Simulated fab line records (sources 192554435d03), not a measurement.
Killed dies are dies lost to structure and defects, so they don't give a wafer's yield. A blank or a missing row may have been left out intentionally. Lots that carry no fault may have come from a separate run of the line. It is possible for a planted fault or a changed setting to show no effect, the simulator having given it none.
Comparing a struck lot with a sound one	flow n5Finfet	15 steps out of a route of 1938
Sound: wafers L969.1, L969.2, L969.6. Struck: wafer L976.6. (L976.1 of the same lot was not struck and is left out.) The cause comes at the end.
Per side, at each step with rows, come the tool, then ch with its chambers, and then its first start. Under that, the readings that differ: sound wafers	struck wafers	difference of the means	sigmas: that difference in standard deviations of wafers without a fault.
alike: words and numbers the same on both sides, and readings whose means are apart by under 2 such deviations; not compared: readings that were withheld, readings missing a value for some wafer, numbers with overlapping values and no deviation given by the record, and bounds like >300 which may hide the same value.
Wherever a step has rows on one side only, a row that says differs or no value, or a row with sigmas, the two part there. Numbers that don't overlap but have no deviation are shown without sigmas and don't part them. Lack of a reading on every wafer of one side parts them only where that side has two or more wafers.

first, 7 steps without rows for these wafers: N5_MIM_BOT_LITHO_COAT_02; N5_MIM_BOT_LITHO_EBR_04; N5_MIM_BOT_LITHO_SOFTBAKE_03 (time 90 s); N5_MIM_BOT_LITHO_EXPOSE_05 (exposes mask MIM BOT); N5_MIM_BOT_LITHO_PEB_06; N5_MIM_BOT_LITHO_DEVELOP_07 (develop time 60 s); N5_MIM_BOT_LITHO_HARDBAKE_09 (time 120 s).
N5_MIM_BOT_LITHO_CD_MEAS_08: the cd target is 3000 nm.
  sound on cdSem-01 ch 0, day 13 22:50; struck on cdSem-02 ch 0, day 16 02:54
  alike: cdNm
N5_MIM_BOT_LITHO_OVL_MEAS_11:
  sound on overlay-02 ch 0, day 13 22:52; struck on overlay-02 ch 0, day 16 02:56
  alike: MIM_BOT_OVL
N5_MIM_BOT_LITHO_INSPECT_12: inspects for defects (macro).
  sound on defectInspect-01, day 13 22:53; struck on defectInspect-02, day 16 02:57
  alike: rawDefectCount
N5_MIM_BOT_LITHO_DESCUM_10: chemistry O2, time 7.9 s.
  sound on rieDiel-06 ch 0,2,3, day 13 22:55; struck on rieDiel-06 ch 3, day 16 02:59
  alike: drypumpMotorCurrentA, o2FlowSccm, oesProductAu, rfFwdPowerW, rfVppV, showerheadPlenumPTorr, tempC, throttleValvePct
  not compared: rfHoursCounterH
N5_MIM_BOT_ETCH_ETCH_04: etches SiNx in CF4/O2, target depth 26 nm, time 13 s.
  sound on rieDiel-06 ch 0,2,3, day 13 22:59; struck on rieDiel-06 ch 3, day 16 03:03
  alike: drypumpMotorCurrentA, oes_f_703_au, oesProductAu, rfFwdPowerW, rfVppV, showerheadPlenumPTorr, throttleValvePct
  not compared: rfHoursCounterH
N5_MIM_BOT_ETCH_ETCH_03: etches the open film in Cl2/BCl3, target depth 12 nm.
  sound on rieMetal-03 ch 1, day 13 23:05; struck on rieMetal-03 ch 0, day 16 03:08
reading	sound	struck	difference	sigmas
drypumpMotorCurrentA (A)	6.4 6.4 6.4	5.3	-1.1	-3
throttleValvePct (%)	27.9 27.9 27.9	27.0	-0.9	-3
model.etch.depthNm (nm)	11.85 11.9 11.86	8.388	-3.482	
model.MIM_BOT_ETCH.cdOffsetNm (nm)	0.4 0 0.2	1.6	+1.4	
  alike: heBacksideLeakSccm, oesProductAu, rfFwdPowerW
  not compared: rfHoursCounterH
N5_MIM_BOT_ETCH_ETCH_00: etches TiN in Cl2/BCl3, target depth 45.5 nm.
  sound on rieMetal-03 ch 1, day 13 23:16; struck on rieMetal-03 ch 0, day 16 03:14
reading	sound	struck	difference	sigmas
drypumpMotorCurrentA (A)	6.4 6.4 6.4	5.3	-1.1	-3
oesProductAu (a.u.)	0.70 0.69 0.70	0.96	+0.26	+2
throttleValvePct (%)	22.23 22.25 22.24	21.48	-0.76	-3
model.MIM_BOT_ETCH.cdOffsetNm (nm)	0.6 0.4 0.4	1.4	+0.9	
  alike: heBacksideLeakSccm, rfFwdPowerW
  not compared: rfHoursCounterH
N5_MIM_BOT_ETCH_STRIP_01: strips in O2.
  sound on rieDiel-01 ch 0,2,3, day 13 23:33; struck on rieDiel-05 ch 2, day 16 03:22
  alike: drypumpMotorCurrentA, o2FlowSccm, oesProductAu, rfVppV, showerheadPlenumPTorr, tempC, throttleValvePct
  not compared: rfHoursCounterH

== WHERE THEY PART ==
Earliest at N5_MIM_BOT_ETCH_ETCH_03; latest, in this record, at N5_MIM_BOT_ETCH_ETCH_00. Later steps at which nothing parts them and some readings are alike: N5_MIM_BOT_ETCH_STRIP_01.

WHY: what the simulator had put in
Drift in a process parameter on rieMetal-03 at N5_MIM_BOT_ETCH_ETCH_03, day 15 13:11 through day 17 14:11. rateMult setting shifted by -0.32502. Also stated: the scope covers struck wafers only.
